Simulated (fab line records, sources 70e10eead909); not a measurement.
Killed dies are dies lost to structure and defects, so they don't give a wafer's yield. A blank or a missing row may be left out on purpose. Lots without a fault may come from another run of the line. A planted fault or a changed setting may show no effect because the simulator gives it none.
Tool commonality check | flow nand_harc | 10 lots, 30 wafers sampled

WHY IT WAS OPENED
At NHARC_A_CHANNEL_HOLE_D1_CD_MEAS_10 the reading cd_nm is flagged on 2 of 10 lots. Wafers without a fault read 99.7 nm, standard deviation 0.56.
Rule: a lot is flagged when every wafer of it that has a number lies more than 4 standard deviations from that mean, or none has a number. The other lots count as sound.

lot  | measured     | on        | cd_nm (nm), wafer by wafer | flag
L362 | day 8 18:43  | cd_sem-01 | 100.1 98.8 99.5            |
L361 | day 8 18:54  | cd_sem-01 | 99.7 99.8 100.3            |
L363 | day 9 14:13  | cd_sem-03 | 99.3 99.9 99.6             |
L366 | day 10 16:25 | cd_sem-03 | 99.7 100.0 99.1            |
L367 | day 10 16:34 | cd_sem-03 | 100.1 100.0 99.7           |
L374 | day 13 16:11 | cd_sem-02 | 91.2 92.1 91.6             | FLAGGED
L376 | day 14 13:57 | cd_sem-03 | 94.0 92.8 93.1             | FLAGGED
L380 | day 16 02:04 | cd_sem-03 | 98.5 99.9 100.1            |
L383 | day 17 21:13 | cd_sem-03 | 100.4 99.3 100.1           |
L384 | day 18 06:52 | cd_sem-03 | 100.7 99.5 99.3            |
The numbers of the flagged lots are 92.5 nm on average: -7.2 nm against the usual, or -13 standard deviations.

WHICH TOOL RAN EACH LOT
The record holds 1 process step before the reading, out of a route of 1302 steps. In each cell: the tool, then ch and the chambers that the sampled wafers went through, then the start.
lot  | flag    | NHARC_A_CHANNEL_HOLE_D1_EXPOSE_07
L362 |         | arfi_scanner-03 ch 0, day 8 18:35
L361 |         | arfi_scanner-01 ch 0, day 8 18:46
L363 |         | arfi_scanner-03 ch 0, day 9 14:05
L366 |         | arfi_scanner-01 ch 0, day 10 16:17
L367 |         | arfi_scanner-02 ch 0, day 10 16:26
L374 | FLAGGED | arfi_scanner-02 ch 0, day 13 16:03
L376 | FLAGGED | arfi_scanner-02 ch 0, day 14 13:49
L380 |         | arfi_scanner-03 ch 0, day 16 01:56
L383 |         | arfi_scanner-01 ch 0, day 17 21:04
L384 |         | arfi_scanner-03 ch 0, day 18 06:44
What these steps do:
- NHARC_A_CHANNEL_HOLE_D1_EXPOSE_07: exposes mask HOLE D1, target cd 100 nm.
- NHARC_A_CHANNEL_HOLE_D1_CD_MEAS_10: target cd 100 nm.

FLAGGED OVER TOTAL, TOOL BY TOOL (the gauges that took the reading come last)
step                               | tool            | lots run | flagged | share of the flagged lots | sound lots run after its first flagged lot
NHARC_A_CHANNEL_HOLE_D1_EXPOSE_07  | arfi_scanner-01 | 3        | 0       | none                      | -
NHARC_A_CHANNEL_HOLE_D1_EXPOSE_07  | arfi_scanner-02 | 3        | 2       | all                       | 0
NHARC_A_CHANNEL_HOLE_D1_EXPOSE_07  | arfi_scanner-03 | 4        | 0       | none                      | -
NHARC_A_CHANNEL_HOLE_D1_CD_MEAS_10 | cd_sem-01       | 2        | 0       | none                      | -
NHARC_A_CHANNEL_HOLE_D1_CD_MEAS_10 | cd_sem-02       | 1        | 1       | some                      | 0
NHARC_A_CHANNEL_HOLE_D1_CD_MEAS_10 | cd_sem-03       | 7        | 1       | some                      | 3 (L380,L383,L384)

WHAT THE TABLE ALLOWS
1 row of the table ran every flagged lot: arfi_scanner-02 at NHARC_A_CHANNEL_HOLE_D1_EXPOSE_07.
- arfi_scanner-02 at NHARC_A_CHANNEL_HOLE_D1_EXPOSE_07: 2 of its 3 lots flagged. Its last sound lot is L367 (day 10 16:26), its first flagged lot L374 (day 13 16:03): a fault that began between those two fits. Its own readings lie more than 4 standard deviations out on every wafer of the flagged lots: exposure_dose_mJ_cm2.
One tool is left: arfi_scanner-02 at NHARC_A_CHANNEL_HOLE_D1_EXPOSE_07.

WHAT THE SIMULATOR HAD PUT IN
Process parameter drift: arfi_scanner-02, from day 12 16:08 on, at NHARC_A_CHANNEL_HOLE_D1_EXPOSE_07. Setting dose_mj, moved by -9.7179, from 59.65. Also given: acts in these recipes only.
Lots struck among those shown: L374, L376. The rule above found the same.
